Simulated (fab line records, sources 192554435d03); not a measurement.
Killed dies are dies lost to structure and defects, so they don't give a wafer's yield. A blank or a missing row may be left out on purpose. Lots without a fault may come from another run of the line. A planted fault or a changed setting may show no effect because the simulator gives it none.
Split-lot experiment | flow n5_finfet | 7 lots, 39 wafers read, on a route of 1938 steps

THE SPLIT
At N5_MOL_CONTACT_COAG_ETCH_15 (etches SiNx in CH3F/O2, stops on Si:P, target depth 7 nm), the setting target_depth_a was moved away from the recipe's 70 angstrom on 12 of the 39 wafers read, by -32.3% to +28.5%. The other wafers ran this setting at the recipe's value.

The reading is taken at the split's own step.

THE READING
SOC_of_MOL_CONTACT_COAG_COAT_103.thk_nm (the simulator's own value, which no gauge read), in nm, at N5_MOL_CONTACT_COAG_ETCH_15 (etches SiNx in CH3F/O2, stops on Si:P, target depth 7 nm). The file gives no usual value for it. The 27 wafers here that ran the recipe average 75.2 nm, standard deviation 0.33 nm.

wafer  | tool, chamber at the split | target_depth_a as run, angstrom | against the recipe | SOC_of_MOL_CONTACT_COAG_COAT_103.thk_nm, nm | against lot-mates on the recipe
L078.1 | rie_diel-02, 2             | 70                              | recipe             | 74.8                                        | -
L078.2 | rie_diel-02, 3,0           | 70                              | recipe             | 75                                          | -
L078.3 | rie_diel-02, 3,0           | 70                              | recipe             | 75                                          | -
L082.1 | rie_diel-03, 2,0           | 70                              | recipe             | 74.8                                        | -
L082.3 | rie_diel-03, 2,0           | 70                              | recipe             | 74.8                                        | -
L082.2 | rie_diel-03, 1             | 89.93                           | +28.5%             | 74.4                                        | -0.6
L082.4 | rie_diel-03, 2             | 89.93                           | +28.5%             | 74                                          | -1.0
L082.5 | rie_diel-03, 1             | 70                              | recipe             | 75.4                                        | -
L082.6 | rie_diel-03, 0             | 89.93                           | +28.5%             | 73.8                                        | -1.2
L083.1 | rie_diel-03, 0,2           | 70                              | recipe             | 75                                          | -
L083.2 | rie_diel-03, 0,2           | 70                              | recipe             | 75                                          | -
L083.3 | rie_diel-03, 1             | 70                              | recipe             | 76                                          | -
L083.4 | rie_diel-03, 1             | 70                              | recipe             | 75.8                                        | -
L083.5 | rie_diel-03, 2             | 70                              | recipe             | 74.8                                        | -
L083.6 | rie_diel-03, 0             | 70                              | recipe             | 75.2                                        | -
L085.1 | rie_diel-04, 0,3           | 88.57                           | +26.5%             | 74.6                                        | -0.7
L085.5 | rie_diel-04, 0,3           | 88.57                           | +26.5%             | 74.6                                        | -0.7
L085.2 | rie_diel-04, 3             | 88.57                           | +26.5%             | 74.4                                        | -0.9
L085.3 | rie_diel-04, 1             | 70                              | recipe             | 75.2                                        | -
L085.6 | rie_diel-04, 1             | 70                              | recipe             | 75.2                                        | -
L085.4 | rie_diel-04, 0             | 70                              | recipe             | 75.6                                        | -
L090.1 | rie_diel-02, 3,0           | 86.32                           | +23.3%             | 74.4                                        | -0.9
L090.5 | rie_diel-02, 3,0           | 86.32                           | +23.3%             | 74.4                                        | -0.9
L090.2 | rie_diel-02, 0             | 86.32                           | +23.3%             | 74.2                                        | -1.1
L090.3 | rie_diel-02, 1             | 70                              | recipe             | 75.6                                        | -
L090.4 | rie_diel-02, 2,1           | 70                              | recipe             | 75.2                                        | -
L090.6 | rie_diel-02, 2,1           | 70                              | recipe             | 75.2                                        | -
L091.1 | rie_diel-02, 3             | 70                              | recipe             | 75                                          | -
L091.2 | rie_diel-02, 0,2           | 70                              | recipe             | 74.8                                        | -
L091.4 | rie_diel-02, 0,2           | 70                              | recipe             | 74.8                                        | -
L091.3 | rie_diel-02, 2,3,0         | 47.38                           | -32.3%             | 76                                          | +1.1
L091.5 | rie_diel-02, 2,3,0         | 47.38                           | -32.3%             | 76                                          | +1.1
L091.6 | rie_diel-02, 2,3,0         | 47.38                           | -32.3%             | 76                                          | +1.1
L093.1 | rie_diel-04, 3             | 70                              | recipe             | 75.2                                        | -
L093.2 | rie_diel-04, 1,2,2         | 70                              | recipe             | 75.4                                        | -
L093.4 | rie_diel-04, 1,2,2         | 70                              | recipe             | 75.4                                        | -
L093.5 | rie_diel-04, 1,2,2         | 70                              | recipe             | 75.4                                        | -
L093.3 | rie_diel-04, 0,3           | 70                              | recipe             | 75.6                                        | -
L093.6 | rie_diel-04, 0,3           | 70                              | recipe             | 75.6                                        | -
Where a row lists several chambers, the file gives one row for several wafers and doesn't say which wafer went through which chamber.

THE FIT
A straight line over all 39 wafers: SOC_of_MOL_CONTACT_COAG_COAT_103.thk_nm changes by -0.0306 nm for each +1% of target_depth_a; r = -0.83; the points scatter about the line by 0.31 nm.
The same after taking each lot's own level away (the mean of its wafers on the recipe; 39 wafers): -0.0347 nm for each +1%; r = -0.91; scatter 0.24 nm.
On that fit, the largest move of target_depth_a shifts the reading by 1.1 nm.
The lots' own levels span 74.87 to 75.43 nm, that is 1.7 times the standard deviation above.
So the lot-to-lot level changes the slope: the two fits differ.
Check: with one of the wafers moved furthest among these (-32.3%) left out of the fit, the line predicts +1.12 nm for it against its lot-mates. It came out at +1.13 nm against them.

OTHER SPLITS ON THESE WAFERS
These wafers also went through other splits before the reading. Each is held against what the fit with the lots' levels taken away leaves over:
other split on the same wafers                 | wafers away from the commonest value | r with SOC_of_MOL_CONTACT_COAG_COAT_103.thk_nm (lot level and that fit taken away)
N5_ZERO_LAYER_DEVELOP_10 develop_time_s        | 12                                   | -0.05
N5_PMOS_HMC_CHANNEL_EPI_ETCH_38 target_depth_a | 15                                   | +0.06
N5_SD_EPI_P_EPI_21 time_s                      | 15                                   | -0.09
N5_HKMG_FIN_HK_ALD_01 ald_cycles               | 15                                   | -0.16

THE FILE'S OWN FIT
SOC_of_MOL_CONTACT_COAG_COAT_103.thk_nm changes by -0.0347 nm for each +1% of target_depth_a, r = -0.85.
